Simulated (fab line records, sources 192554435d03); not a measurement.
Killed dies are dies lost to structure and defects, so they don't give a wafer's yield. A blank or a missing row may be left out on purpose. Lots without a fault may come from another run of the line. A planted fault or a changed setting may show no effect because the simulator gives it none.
fab line records | flow n5_finfet
record lots=11 wafers=32 last_day=18
route steps=1938 shown BEOL_M6@1228
lots that met no fault: from a run of the same line without faults
start_h: hours from the record's first day to the start of the lot's first wafer shown | wait_h: hours since the lot's step before | " the same as in the row above | L1.1+2: a row that stands for several wafers | - no value, or no start given | * or withheld: withheld | < > ~ a bound
route shown NAME@n: a module of which the file shows steps, and the number in the route of the first | usual: mean/standard deviation of fault-free wafers | same: alike in all rows | chamber/n: place in a boat | sites: the reading at each site | _std_site: their standard deviation | _edge_site: outer sites' mean less inner sites' | radius_mm: how far each site lies from the wafer's centre | mask NAME#n: copy n | behind: the tool/chamber that last shaped the wafer | hold: why the lot was held/for how many hours/how that ended | device: the transistor (n, p or np) that didn't switch | end of line: the same wafers' tests at the end of the route | a step without rows: its recipe alone | killed: dies lost to structure and defects at the first sort, not the wafer's yield | map: a wafer's dies, x killed, . not, _ none there
set.NAME: the setting as run; set.NAME@STEP: as run at that earlier step | model.NAME: the simulator's own value behind a step, which no gauge read
steps of the route over a sample of lots; a table a step, a row a wafer
services: from which hour (start_h, from the record's first day; less than 0 if before it) a tool's chamber was out of use, for how many hours, and why
## steps
# step N5_BEOL_M6_OVL_MEAS_29
# recipe points_per_wafer=522
# usual V5_OVL=0.4/0.7
# columns lot.wafer tool chamber start_h wait_h V5_OVL[nm]
L405.4 overlay-01 0 181.97 0.0 -0.7
L405.5 " 0 " " -0.8
L405.6 " 0 " " -1.3
L406.1 overlay-01 0 194.18 0.0 0.1
L406.2 " 0 " " 1.2
L406.6 " 0 " " 1.6
L410.3 overlay-02 0 218.65 0.0 0.8
L410.4 " 0 " " -0.6
L410.6 " 0 " " 0.2
L414.2 overlay-02 0 235.00 0.0 1.0
L414.3 " 0 " " 1.4
L414.5 " 0 " " 1.5
L421.2 overlay-01 0 290.40 0.0 0.6
L421.4 " 0 " " 0.8
L421.6 " 0 " " 0.1
L422.1 overlay-01 0 292.02 0.0 0.1
L422.3 " 0 " " -0.2
L422.6 " 0 " " 0.1
L423.2 overlay-02 0 298.54 0.0 0.3
L423.4 " 0 " " 0.9
L423.6 " 0 " " 0.7
L425.1 overlay-01 0 328.65 0.0 0.3
L425.2 " 0 " " 0.5
L425.6 " 0 " " 0.9
L427.1 overlay-01 0 328.82 0.0 0.0
L427.2 " 0 " " 0.7
L427.3 " 0 " " 0.5
L426.1 overlay-01 0 339.43 0.0 0.3
L426.3 " 0 " " 0.6
L428.2 overlay-02 0 351.38 0.0 0.3
L428.4 " 0 " " -0.3
L428.6 " 0 " " -0.1
# step N5_BEOL_M6_VIA_ETCH_34
# recipe chemistry=C4F6/O2 target=SiCOH_lowk target_depth_a=1263 mask_material=SOC taper_deg=4 time_s=50.9 ion_energy_ev=250 pressure_mtorr=30 source_w=345 bias_w=185 Ar_flow_sccm=300 C4F6_flow_sccm=10 O2_flow_sccm=10
# usual drypump_motor_current_A=5.9/0.39 oes_ar_750_au=0.80/0.092 oes_f_703_au=0.81/0.099 oes_product_au=0.80/0.094 rf_fwd_power_W=341.5/1.4 rf_vpp_V=666/14 showerhead_plenum_p_Torr=2.86/0.1 throttle_valve_pct=20.84/0.22
# columns lot.wafer tool chamber start_h wait_h drypump_motor_current_A oes_ar_750_au oes_f_703_au oes_product_au rf_fwd_power_W rf_hours_counter_h rf_vpp_V showerhead_plenum_p_Torr throttle_valve_pct
L405.4 rie_diel-03 1 182.22 0.0 5.7 0.87 0.86 0.86 343.5 30 672 2.87 20.81
L405.5 " 2 " " 5.9 0.69 0.68 0.68 339.6 - 647 2.70 20.83
L405.6 " 3 " " 5.5 0.93 0.94 0.92 342.5 - 641 2.79 20.87
L406.1 rie_diel-03 1 194.46 0.0 5.8 0.85 0.85 0.86 341.7 35 673 2.87 20.81
L406.2 " 3 " " 5.5 0.91 0.94 0.91 343.2 23 641 2.79 20.88
L406.6 " 1 " " 5.8 0.86 0.86 0.86 341.8 - 672 2.87 20.81
L410.3 rie_diel-03 2 219.16 0.0 5.9 0.67 0.66 0.67 340.2 252 645 2.70 20.84
L410.4 " 0 " " 5.8 0.69 0.70 0.69 342.4 - 682 2.93 20.56
L410.6 " 1 " " 5.8 0.84 0.83 0.85 341.3 - 674 2.86 20.85
L414.2 rie_diel-05 0 235.31 0.0 6.6 0.78 0.77 0.79 341.8 125 671 2.97 20.94
L414.3 " 1 " " 5.6 0.69 0.66 0.69 341.4 227 675 2.69 20.81
L414.5 " 2 " " 5.1 0.88 0.87 0.88 341.7 - 658 3.03 20.62
L421.2 rie_diel-03 0 290.67 0.0 5.8 0.96 0.95 0.97 343.0 4 682 2.91 20.28
L421.4 " 1 " " 5.8 0.80 0.80 0.79 341.9 - 673 2.85 20.87
L421.6 " 0 " " 5.8 0.96 0.96 0.98 341.1 - 678 2.91 20.27
L422.1 rie_diel-04 3 292.62 0.0 5.7 0.89 0.90 0.88 340.3 31 673 2.89 20.71
L422.3 " 2 " " 5.5 0.69 0.70 0.69 339.4 224 686 2.70 20.89
L422.6 " 3 " " 5.6 0.88 0.90 0.88 340.6 - 673 2.89 20.72
L423.2 rie_diel-04 1 299.09 0.0 6.1 0.80 0.80 0.80 341.5 106 671 2.87 20.78
L423.4 " 2 " " 5.4 0.69 0.69 0.69 337.1 227 685 2.70 20.89
L423.6 " 0 " " 6.4 0.90 0.91 0.91 342.1 - 647 2.92 21.32
L425.1 rie_diel-04 3 329.15 0.0 5.7 0.87 0.88 0.87 343.9 44 673 2.88 20.73
L425.2 " 0 " " 6.4 0.89 0.89 0.87 341.2 38 646 2.91 21.31
L425.6 " 0 " " 6.4 0.87 0.89 0.88 342.1 - 646 2.91 21.33
L427.1 rie_diel-05 2 329.37 0.0 5.1 0.82 0.82 0.83 339.9 73 655 3.02 20.67
L427.2 " 3 " " 5.7 0.95 0.97 0.97 340.3 8 671 2.79 20.51
L427.3 " 1 " " 5.6 0.96 0.93 0.98 341.7 1 686 3.02 20.58
L426.1 rie_diel-04 3 339.76 0.0 5.7 0.86 0.88 0.87 342.5 48 674 2.88 20.73
L426.3 " 1 " " 6.1 0.79 0.79 0.80 341.3 119 669 2.86 20.79
L428.2 rie_diel-04 1 351.69 0.0 6.1 0.78 0.78 0.79 339.7 123 669 2.86 20.78
L428.4 " 3 " " 5.7 0.86 0.87 0.86 341.8 52 673 2.88 20.74
L428.6 " 3 " " 5.7 0.84 0.87 0.85 342.3 - 671 2.88 20.73
# step N5_BEOL_M6_STRIP_80
# recipe chemistry=N2/H2 time_s=10 power_w=450 temp_c=40 pressure_mtorr=20 rf_frequency_hz=6e+07 bias_power_w=7 n2_flow_sccm=200 h2_flow_sccm=200
# usual drypump_motor_current_A=5.9/0.39 oes_product_au=0.81/0.094 rf_vpp_V=59.2/0.91 showerhead_plenum_p_Torr=2.55/0.095 throttle_valve_pct=23.6/0.33
# columns lot.wafer tool chamber start_h wait_h drypump_motor_current_A oes_product_au rf_hours_counter_h rf_vpp_V showerhead_plenum_p_Torr throttle_valve_pct
L405.4 rie_diel-03 1 - - 5.8 0.86 30 58.7 2.60 24.0
L405.5 " 2 " " 5.9 0.68 - 59.1 2.39 23.2
L405.6 " 3 " " 5.5 0.92 - 60.4 2.47 23.4
L406.1 rie_diel-03 1 - - 5.8 0.86 35 59.5 2.60 24.0
L406.2 " 3 " " 5.5 0.92 23 57.2 2.46 23.4
L406.6 " 1 " " 5.8 0.86 - 59.0 2.60 24.0
L410.3 rie_diel-03 2 - - 5.9 0.68 252 57.6 2.38 23.2
L410.4 " 0 " " 5.8 0.69 - 58.8 2.60 23.0
L410.6 " 1 " " 5.8 0.84 - 58.3 2.60 24.0
L414.2 rie_diel-05 0 - - 6.6 0.79 125 57.4 2.67 23.9
L414.3 " 1 " " 5.6 0.68 227 60.4 2.40 23.5
L414.5 " 2 " " 5.1 0.87 - 59.1 2.71 23.5
L421.2 rie_diel-03 0 - - 5.8 0.98 4 57.4 2.59 22.8
L421.4 " 1 " " 5.8 0.79 - 59.9 2.58 24.1
L421.6 " 0 " " 5.8 0.96 - 59.2 2.59 22.8
L422.1 rie_diel-04 3 - - 5.7 0.88 31 59.5 2.59 23.4
L422.3 " 2 " " 5.5 0.69 224 58.6 2.41 23.7
L422.6 " 3 " " 5.7 0.88 - 59.4 2.59 23.5
L423.2 rie_diel-04 1 - - 6.1 0.81 106 59.4 2.56 23.5
L423.4 " 2 " " 5.4 0.69 227 58.6 2.41 23.7
L423.6 " 0 " " 6.4 0.90 - 58.0 2.57 24.1
L425.1 rie_diel-04 3 - - 5.7 0.87 44 60.1 2.58 23.5
L425.2 " 0 " " 6.4 0.88 38 59.7 2.56 24.1
L425.6 " 0 " " 6.4 0.88 - 58.1 2.56 24.1
L427.1 rie_diel-05 2 - - 5.1 0.83 73 61.5 2.70 23.5
L427.2 " 3 " " 5.7 0.94 8 58.9 2.49 23.2
L427.3 " 1 " " 5.6 0.98 1 59.2 2.71 23.4
L426.1 rie_diel-04 3 - - 5.7 0.85 48 59.6 2.58 23.5
L426.3 " 1 " " 6.1 0.80 119 58.7 2.56 23.5
L428.2 rie_diel-04 1 - - 6.1 0.79 123 60.3 2.56 23.5
L428.4 " 3 " " 5.7 0.86 52 61.1 2.58 23.5
L428.6 " 3 " " 5.7 0.85 - 58.3 2.58 23.5
# step N5_BEOL_M6_CVD_78
# recipe material=Co target_thk_a=20 temp_c=withheld precursor=CCTBA/H2 pressure_torr=30 time_s=142.3
# usual run_length_s=165.0/0.63
# columns lot.wafer tool chamber start_h wait_h run_length_s
L405.4 cvd_co-01 1 184.36 0.1 165.4
L405.5 " 0 " " 164.7
L405.6 " 2 " " 164.5
L406.1 cvd_co-01 0 197.83 0.1 164.9
L406.2 " 2 " " 163.7
L406.6 " 0 " " 165.1
L410.3 cvd_co-01 1 220.96 0.3 286.3
L410.4 " 0 " " 165.1
L410.6 " 2 " " 163.7
L414.2 cvd_co-01 1 236.64 0.0 285.8
L414.3 " 0 " " 164.7
L414.5 " 1 " " 286.3
L421.2 cvd_co-01 0 292.34 0.1 165.5
L421.4 " 1 " " 165.3
L421.6 " 2 " " 164.1
L422.1 cvd_co-01 1 295.30 0.0 166.0
L422.3 " 0 " " 165.4
L422.6 " 2 " " 163.7
L423.2 cvd_co-01 0 302.27 0.3 164.7
L423.4 " 1 " " 165.6
L423.6 " 0 " " 164.5
L425.1 cvd_co-02 1 330.97 0.2 165.1
L425.2 " 0 " " 164.9
L425.6 " 2 " " 165.8
L427.1 cvd_co-02 0 331.15 0.1 165.1
L427.2 " 1 " " 165.0
L427.3 " 2 " " 165.7
L426.1 cvd_co-01 2 341.07 0.0 163.9
L426.3 " 2 " " 163.7
L428.2 cvd_co-01 2 356.24 0.1 164.0
L428.4 " 2 " " 163.8
L428.6 " 2 " " 163.7
## services
# columns tool chamber start_h hours kind
cvd_co-02 - 164.31 3.8 pm
rie_diel-05 0 166.50 3.8 repair
rie_diel-05 3 168.28 4.5 repair
cvd_co-01 2 168.85 11.0 repair
rie_diel-04 3 176.86 - clean
rie_diel-04 3 176.86 - consumable_replace:focus_ring
rie_diel-03 3 197.84 8.7 repair
cvd_co-01 - 204.15 2.1 repair
cvd_co-02 - 206.61 6.0 pm
rie_diel-03 3 214.28 5.1 repair
cvd_co-01 - 223.42 8.5 repair
rie_diel-03 3 248.74 6.3 repair
rie_diel-04 3 251.44 4.5 repair
rie_diel-05 3 256.33 3.1 repair
rie_diel-03 2 262.22 1.6 repair
rie_diel-04 1 270.31 3.5 repair
rie_diel-03 2 283.29 16.3 repair
cvd_co-01 2 300.00 30.8 repair
rie_diel-05 2 309.40 3.4 repair
rie_diel-05 3 320.86 5.4 repair
cvd_co-01 - 329.87 1.7 repair
rie_diel-03 1 344.53 6.7 repair
cvd_co-01 0 344.80 17.4 repair
rie_diel-04 0 355.13 2.6 repair
## key
first_sign step=N5_BEOL_M6_CVD_78 reading=run_length_s direction=up sigmas=99+ usual=* struck=*
effect none on later readings
met_at N5_BEOL_M6_CVD_78
struck_lots L410,L414
struck_wafers L410.3,L414.2,L414.5
not_acting_at N5_BEOL_M6_OVL_MEAS_29,N5_BEOL_M6_VIA_ETCH_34,N5_BEOL_M6_STRIP_80
onset_between 184.36 220.96
fault kind=process_parameter_drift tool=cvd_co-01 chamber=1 onset_h=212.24 steps=N5_BEOL_M6_CVD_78 channel=time_s offset=* shape=step end_h=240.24 acts_in=* stated=*
